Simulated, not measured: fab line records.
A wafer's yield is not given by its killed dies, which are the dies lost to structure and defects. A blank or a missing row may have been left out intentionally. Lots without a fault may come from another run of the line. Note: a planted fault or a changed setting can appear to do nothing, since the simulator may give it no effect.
Matching of chambers	flow n5Finfet	rieDiel-03 running N5_MOL_CONTACT_COAG_ETCH_124: 4 sister chambers
The step etches SiNx in CH3F/O2, stops on SiOC, target depth 6.5 nm. 4 wafers are shown with their chamber, then 7 later ones without.

WAFERS PAIRED WITH THEIR CHAMBERS
wafer	chamber	throttleValvePct (%)
L087.5	1	16.01
L087.6	2	16.84
L088.1	0	16.42
L088.4	3	16.34

WAFERS WITH NO CHAMBER GIVEN
wafer	throttleValvePct (%)
L088.5	16.32
L091.1	16.44
L091.4	16.35
L091.5	16.88
L096.1	16.90
L096.4	16.48
L096.6	16.90

WHICH CHAMBER EACH WENT THROUGH
wafer	from the rows above	in truth
L088.5	can't be placed: 3 or 0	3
L091.1	can't be placed: 0 or 3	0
L091.4	can't be placed: 3 or 0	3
L091.5	2	2
L096.1	2	2
L096.4	can't be placed: 0 or 3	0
L096.6	2	2
Correct placement for 3 of the 7. Not placeable from these rows: 4 (in 4, the candidates include the true chamber). Number placed wrongly: 0.
How it was worked out, from the rows above alone: a wafer's distance from a chamber is the root of the sum, over the readings, of the square of ((its reading less the chamber's mean) divided by the reading's scatter). If the next closest chamber is less than 2 further off than the closest, the wafer can't be placed; otherwise it belongs to the closest. For every chamber, the mean is computed from those of its wafers that are shown. The scatter: root of mean squared gap, hidden wafer to nearest shown wafer, with one shown wafer a chamber.
